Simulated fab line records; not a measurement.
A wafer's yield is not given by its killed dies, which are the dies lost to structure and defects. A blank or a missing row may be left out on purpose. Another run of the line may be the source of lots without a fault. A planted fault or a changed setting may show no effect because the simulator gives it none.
The tool behind it: which one? :: flow nand-harc :: 12 lots, 36 wafers sampled, at 6 steps of a route of 1159

WHAT EACH GAUGE READ, for each wafer
NHARC_A_SGD_CUT_INSPECT_11.
lot: L207
measured: day 13 16:34
on: defect-inspect-01
raw-defect-count: 17 14 14

lot: L210
measured: day 14 07:21
on: defect-inspect-01
raw-defect-count: 3 8 8

lot: L209
measured: day 14 07:36
on: defect-inspect-02
raw-defect-count: 25 31 16

lot: L211
measured: day 14 23:07
on: defect-inspect-02
raw-defect-count: 7 11 7

lot: L212
measured: day 15 08:13
on: defect-inspect-02
raw-defect-count: 4 13 7

lot: L215
measured: day 15 16:14
on: defect-inspect-01
raw-defect-count: 457 432 449

lot: L216
measured: day 15 16:43
on: defect-inspect-02
raw-defect-count: 25 15 30

lot: L224
measured: day 18 09:20
on: defect-inspect-01
raw-defect-count: 20 8 11

lot: L229
measured: day 19 10:58
on: defect-inspect-01
raw-defect-count: 13 11 9

lot: L227
measured: day 19 11:09
on: defect-inspect-02
raw-defect-count: 7 12 17

lot: L228
measured: day 19 11:23
on: defect-inspect-01
raw-defect-count: 11 15 12

lot: L230
measured: day 20 07:08
on: defect-inspect-01
raw-defect-count: 4 2 5

NHARC_END_SORT_01.
lot: L212
measured: day 21 00:19
on: prober-02
killed-at-array: 9 19 16
killed-at-other: 0 2 4
killed-at-periphery: 2 2 1
killed-dies: 11 23 21
killed-open: 4 4 4
killed-short: 2 3 4

lot: L215
measured: day 21 06:29
on: prober-02
killed-at-array: 324 321 305
killed-at-other: 1 1 0
killed-at-periphery: 3 1 1
killed-dies: 328 323 306
killed-open: 1 1 3
killed-short: 4 3 1

lot: L224
measured: day 23 15:56
on: prober-01
killed-at-array: 20 16 21
killed-at-other: 0 2 1
killed-at-periphery: 1 2 3
killed-dies: 21 20 25
killed-open: 2 5 3
killed-short: 0 1 4

WHAT TOOL EACH LOT RAN ON (gives the tool, then ch and the chambers of the sampled wafers, and finally the start)
lot: L207
NHARC_A_STAIRCASE_CMP_152: cmp-02 ch 0,1, day 13 13:56
NHARC_A_STAIRCASE_ETCHBACK_157: rie-diel-11 ch 1,2,3, day 13 14:47
NHARC_A_STAIRCASE_STRIP_475: rie-diel-11 ch 1,2,3, day 13 15:22 or earlier
NHARC_A_STAIRCASE_CMP_472: cmp-01 ch 1,2,3, day 13 15:22

lot: L210
NHARC_A_STAIRCASE_CMP_152: cmp-02 ch 0,1,3, day 14 04:50
NHARC_A_STAIRCASE_ETCHBACK_157: rie-diel-11 ch 0,1,3, day 14 05:40
NHARC_A_STAIRCASE_STRIP_475: rie-diel-11 ch 0,1,3, day 14 06:15 or earlier
NHARC_A_STAIRCASE_CMP_472: cmp-02 ch 0,1,2, day 14 06:15

lot: L209
NHARC_A_STAIRCASE_CMP_152: cmp-01 ch 1,2, day 14 04:57
NHARC_A_STAIRCASE_ETCHBACK_157: rie-diel-10 ch 0,1,3, day 14 05:47
NHARC_A_STAIRCASE_STRIP_475: rie-diel-10 ch 1,3, day 14 06:22 or earlier
NHARC_A_STAIRCASE_CMP_472: cmp-01 ch 1,2,3, day 14 06:22

lot: L211
NHARC_A_STAIRCASE_CMP_152: cmp-01 ch 1,2, day 14 20:28
NHARC_A_STAIRCASE_ETCHBACK_157: rie-diel-10 ch 0,1,3, day 14 21:18
NHARC_A_STAIRCASE_STRIP_475: rie-diel-10 ch 0,3, day 14 21:52 or earlier
NHARC_A_STAIRCASE_CMP_472: cmp-02 ch 0,2,3, day 14 21:52

lot: L212
NHARC_A_STAIRCASE_CMP_152: cmp-04 ch 0,1, day 15 05:43
NHARC_A_STAIRCASE_ETCHBACK_157: rie-diel-13 ch 0,3, day 15 06:32
NHARC_A_STAIRCASE_STRIP_475: rie-diel-13 ch 1,2,3, day 15 07:07 or earlier
NHARC_A_STAIRCASE_CMP_472: cmp-02 ch 1,2, day 15 07:07

lot: L215
NHARC_A_STAIRCASE_CMP_152: cmp-02 ch 0,2, day 15 13:33
NHARC_A_STAIRCASE_ETCHBACK_157: rie-diel-10 ch 0,3, day 15 14:28
NHARC_A_STAIRCASE_STRIP_475: rie-diel-10 ch 1,3, day 15 14:42
NHARC_A_STAIRCASE_CMP_472: cmp-02 ch 0,3, day 15 15:05

lot: L216
NHARC_A_STAIRCASE_CMP_152: cmp-01 ch 0,1,2, day 15 13:43
NHARC_A_STAIRCASE_ETCHBACK_157: rie-diel-10 ch 0,1,3, day 15 14:52
NHARC_A_STAIRCASE_STRIP_475: rie-diel-10 ch 0,1,3, day 15 15:28 or earlier
NHARC_A_STAIRCASE_CMP_472: cmp-01 ch 0,1,2, day 15 15:28

lot: L224
NHARC_A_STAIRCASE_CMP_152: cmp-04 ch 2,3, day 18 06:24
NHARC_A_STAIRCASE_ETCHBACK_157: rie-diel-11 ch 0,2,3, day 18 07:14
NHARC_A_STAIRCASE_STRIP_475: rie-diel-11 ch 2,3, day 18 08:04 or earlier
NHARC_A_STAIRCASE_CMP_472: cmp-01 ch 0,3, day 18 08:04

lot: L229
NHARC_A_STAIRCASE_CMP_152: cmp-02 ch 0,2,3, day 19 08:14
NHARC_A_STAIRCASE_ETCHBACK_157: rie-diel-13 ch 0,2,3, day 19 09:05
NHARC_A_STAIRCASE_STRIP_475: rie-diel-13 ch 0,1,3, day 19 09:42 or earlier
NHARC_A_STAIRCASE_CMP_472: cmp-02 ch 0,1,3, day 19 09:42

lot: L227
NHARC_A_STAIRCASE_CMP_152: cmp-04 ch 0,2,3, day 19 08:27
NHARC_A_STAIRCASE_ETCHBACK_157: rie-diel-10 ch 0,1,3, day 19 09:16
NHARC_A_STAIRCASE_STRIP_475: rie-diel-10 ch 0,1,3, day 19 09:50 or earlier
NHARC_A_STAIRCASE_CMP_472: cmp-01 ch 1,2,3, day 19 09:50

lot: L228
NHARC_A_STAIRCASE_CMP_152: cmp-01 ch 1,2,3, day 19 08:43
NHARC_A_STAIRCASE_ETCHBACK_157: rie-diel-13 ch 0,1,3, day 19 09:34
NHARC_A_STAIRCASE_STRIP_475: rie-diel-13 ch 2,3, day 19 10:08 or earlier
NHARC_A_STAIRCASE_CMP_472: cmp-01 ch 1,3, day 19 10:08

lot: L230
NHARC_A_STAIRCASE_CMP_152: cmp-04 ch 0,2,3, day 20 04:37
NHARC_A_STAIRCASE_ETCHBACK_157: rie-diel-10 ch 0,3, day 20 05:26
NHARC_A_STAIRCASE_STRIP_475: rie-diel-10 ch 0,2,3, day 20 05:59 or earlier
NHARC_A_STAIRCASE_CMP_472: cmp-04 ch 0,1,2, day 20 05:59
- NHARC_A_STAIRCASE_CMP_152: polishes.
- NHARC_A_STAIRCASE_ETCHBACK_157: etches the open film in CH3F/O2, target depth 90 nm, time 167.14 s.
- NHARC_A_STAIRCASE_STRIP_475: strips in O2, time 20 s.
- NHARC_A_STAIRCASE_CMP_472: polishes SiO2.

WHAT THE TOOLS THEMSELVES READ (means of the sampled wafers that have a number; where no wafer has one, the mark that the record gives instead)
NHARC_A_STAIRCASE_CMP_152.
lot: L207
tool: cmp-02
motor-current-A (A): 10.7

lot: L210
tool: cmp-02
motor-current-A (A): 11.3

lot: L209
tool: cmp-01
motor-current-A (A): 13.0

lot: L211
tool: cmp-01
motor-current-A (A): 11.9

lot: L212
tool: cmp-04
motor-current-A (A): 12.0

lot: L215
tool: cmp-02
motor-current-A (A): 10.4

lot: L216
tool: cmp-01
motor-current-A (A): 12.7

lot: L224
tool: cmp-04
motor-current-A (A): 10.7

lot: L229
tool: cmp-02
motor-current-A (A): 10.7

lot: L227
tool: cmp-04
motor-current-A (A): 11.3

lot: L228
tool: cmp-01
motor-current-A (A): 11.9

lot: L230
tool: cmp-04
motor-current-A (A): 11.1

NHARC_A_STAIRCASE_ETCHBACK_157.
lot: L207
tool: rie-diel-11
drypump-motor-current-A (A): 5.9
oes-product-au (a.u.): 0.94
rf-vpp-V (V): 244.5
showerhead-plenum-p-Torr (Torr): 2.41
throttle-valve-pct (%): 20.670

lot: L210
tool: rie-diel-11
drypump-motor-current-A (A): 5.7
oes-product-au (a.u.): 0.92
rf-vpp-V (V): 243.7
showerhead-plenum-p-Torr (Torr): 2.40
throttle-valve-pct (%): 20.661

lot: L209
tool: rie-diel-10
drypump-motor-current-A (A): 6.2
oes-product-au (a.u.): 0.95
rf-vpp-V (V): 243.7
showerhead-plenum-p-Torr (Torr): 2.46
throttle-valve-pct (%): 20.665

lot: L211
tool: rie-diel-10
drypump-motor-current-A (A): 6.2
oes-product-au (a.u.): 0.95
rf-vpp-V (V): 244.4
showerhead-plenum-p-Torr (Torr): 2.45
throttle-valve-pct (%): 20.661

lot: L212
tool: rie-diel-13
drypump-motor-current-A (A): 5.1
oes-product-au (a.u.): 1.01
rf-vpp-V (V): 244.0
showerhead-plenum-p-Torr (Torr): 2.42
throttle-valve-pct (%): 20.661

lot: L215
tool: rie-diel-10
drypump-motor-current-A (A): 6.2
oes-product-au (a.u.): 0.91
rf-vpp-V (V): 246.3
showerhead-plenum-p-Torr (Torr): 2.56
throttle-valve-pct (%): 20.673

lot: L216
tool: rie-diel-10
drypump-motor-current-A (A): 6.2
oes-product-au (a.u.): 0.92
rf-vpp-V (V): 245.6
showerhead-plenum-p-Torr (Torr): 2.59
throttle-valve-pct (%): 20.655

lot: L224
tool: rie-diel-11
drypump-motor-current-A (A): 6.1
oes-product-au (a.u.): 0.99
rf-vpp-V (V): 244.2
showerhead-plenum-p-Torr (Torr): 2.45
throttle-valve-pct (%): 20.662

lot: L229
tool: rie-diel-13
drypump-motor-current-A (A): 5.2
oes-product-au (a.u.): 1.02
rf-vpp-V (V): 244.1
showerhead-plenum-p-Torr (Torr): 2.50
throttle-valve-pct (%): 20.664

lot: L227
tool: rie-diel-10
drypump-motor-current-A (A): 6.2
oes-product-au (a.u.): 0.92
rf-vpp-V (V): 247.0
showerhead-plenum-p-Torr (Torr): 2.58
throttle-valve-pct (%): 20.664

lot: L228
tool: rie-diel-13
drypump-motor-current-A (A): 5.3
oes-product-au (a.u.): 0.94
rf-vpp-V (V): 244.6
showerhead-plenum-p-Torr (Torr): 2.44
throttle-valve-pct (%): 20.661

lot: L230
tool: rie-diel-10
drypump-motor-current-A (A): 6.2
oes-product-au (a.u.): 0.93
rf-vpp-V (V): 245.5
showerhead-plenum-p-Torr (Torr): 2.55
throttle-valve-pct (%): 20.662

NHARC_A_STAIRCASE_STRIP_475.
lot: L207
tool: rie-diel-11
drypump-motor-current-A (A): 5.9
oes-product-au (a.u.): 0.981
rf-vpp-V (V): 57.7
showerhead-plenum-p-Torr (Torr): 3.46
throttle-valve-pct (%): 17.047

lot: L210
tool: rie-diel-11
drypump-motor-current-A (A): 5.7
oes-product-au (a.u.): 0.993
rf-vpp-V (V): 57.7
showerhead-plenum-p-Torr (Torr): 3.45
throttle-valve-pct (%): 17.039

lot: L209
tool: rie-diel-10
drypump-motor-current-A (A): 6.1
oes-product-au (a.u.): 0.997
rf-vpp-V (V): 57.4
showerhead-plenum-p-Torr (Torr): 3.49
throttle-valve-pct (%): 17.034

lot: L211
tool: rie-diel-10
drypump-motor-current-A (A): 6.1
oes-product-au (a.u.): 0.996
rf-vpp-V (V): 58.7
showerhead-plenum-p-Torr (Torr): 3.64
throttle-valve-pct (%): 17.042

lot: L212
tool: rie-diel-13
drypump-motor-current-A (A): 5.3
oes-product-au (a.u.): 0.993
rf-vpp-V (V): 57.3
showerhead-plenum-p-Torr (Torr): 3.48
throttle-valve-pct (%): 17.022

lot: L215
tool: rie-diel-10
drypump-motor-current-A (A): 6.1
oes-product-au (a.u.): 1.004
rf-vpp-V (V): 58.0
showerhead-plenum-p-Torr (Torr): 3.67
throttle-valve-pct (%): 17.040

lot: L216
tool: rie-diel-10
drypump-motor-current-A (A): 6.2
oes-product-au (a.u.): 0.996
rf-vpp-V (V): 58.2
showerhead-plenum-p-Torr (Torr): 3.71
throttle-valve-pct (%): 17.035

lot: L224
tool: rie-diel-11
drypump-motor-current-A (A): 6.1
oes-product-au (a.u.): 0.992
rf-vpp-V (V): 57.7
showerhead-plenum-p-Torr (Torr): 3.49
throttle-valve-pct (%): 17.031

lot: L229
tool: rie-diel-13
drypump-motor-current-A (A): 5.3
oes-product-au (a.u.): 1.007
rf-vpp-V (V): 56.8
showerhead-plenum-p-Torr (Torr): 3.49
throttle-valve-pct (%): 17.036

lot: L227
tool: rie-diel-10
drypump-motor-current-A (A): 6.2
oes-product-au (a.u.): 1.004
rf-vpp-V (V): 59.3
showerhead-plenum-p-Torr (Torr): 3.69
throttle-valve-pct (%): 17.032

lot: L228
tool: rie-diel-13
drypump-motor-current-A (A): 5.3
oes-product-au (a.u.): 1.009
rf-vpp-V (V): 57.8
showerhead-plenum-p-Torr (Torr): 3.54
throttle-valve-pct (%): 17.029

lot: L230
tool: rie-diel-10
drypump-motor-current-A (A): 6.0
oes-product-au (a.u.): 1.007
rf-vpp-V (V): 58.2
showerhead-plenum-p-Torr (Torr): 3.55
throttle-valve-pct (%): 17.035

NHARC_A_STAIRCASE_CMP_472.
lot: L207
tool: cmp-01
motor-current-A (A): 12.2

lot: L210
tool: cmp-02
motor-current-A (A): 10.7

lot: L209
tool: cmp-01
motor-current-A (A): 12.0

lot: L211
tool: cmp-02
motor-current-A (A): 10.7

lot: L212
tool: cmp-02
motor-current-A (A): 10.5

lot: L215
tool: cmp-02
motor-current-A (A): 10.8

lot: L216
tool: cmp-01
motor-current-A (A): 12.6

lot: L224
tool: cmp-01
motor-current-A (A): 12.0

lot: L229
tool: cmp-02
motor-current-A (A): 11.0

lot: L227
tool: cmp-01
motor-current-A (A): 12.2

lot: L228
tool: cmp-01
motor-current-A (A): 11.1

lot: L230
tool: cmp-04
motor-current-A (A): 11.1

THE ANSWER, worked out from the rows above alone
Rule: usual is defined by the lots themselves. The widest of any qualifying gaps counts: lots, ordered by their means at a reading, are off when they make up no more than a third of the lots, leave a main group of 4 or more, and stand apart from it by 3 or more times the standard deviation of that group's means. Not used: any main group whose means are identical at the precision the tables above print for the reading. Also off: a lot with no number at a reading for which 4 or more lots have one. All remaining lots with rows at the step are treated as sound. After the gauges, taken in route order, come the tools' own readings; for these a lot's mean is taken, as printed above. At the first step where some lot is off, the reading lying furthest off is the one used; lots without a number count as furthest.
Off at NHARC_A_SGD_CUT_INSPECT_11 (raw-defect-count): L215. Mean 12 and standard deviation 6.1 in the main group.
If a tool, at a process step before that reading, ran all the lots that are off and no sound lot after the first of them, it fits. Those tools and the gauges at NHARC_A_SGD_CUT_INSPECT_11 are tried in the same way. NHARC_A_STAIRCASE_STRIP_475: start missing for some lots; hours and lot order therefore follow NHARC_A_STAIRCASE_CMP_472. Of those tried, none fits.

WHAT THE SIMULATOR HAD INSERTED
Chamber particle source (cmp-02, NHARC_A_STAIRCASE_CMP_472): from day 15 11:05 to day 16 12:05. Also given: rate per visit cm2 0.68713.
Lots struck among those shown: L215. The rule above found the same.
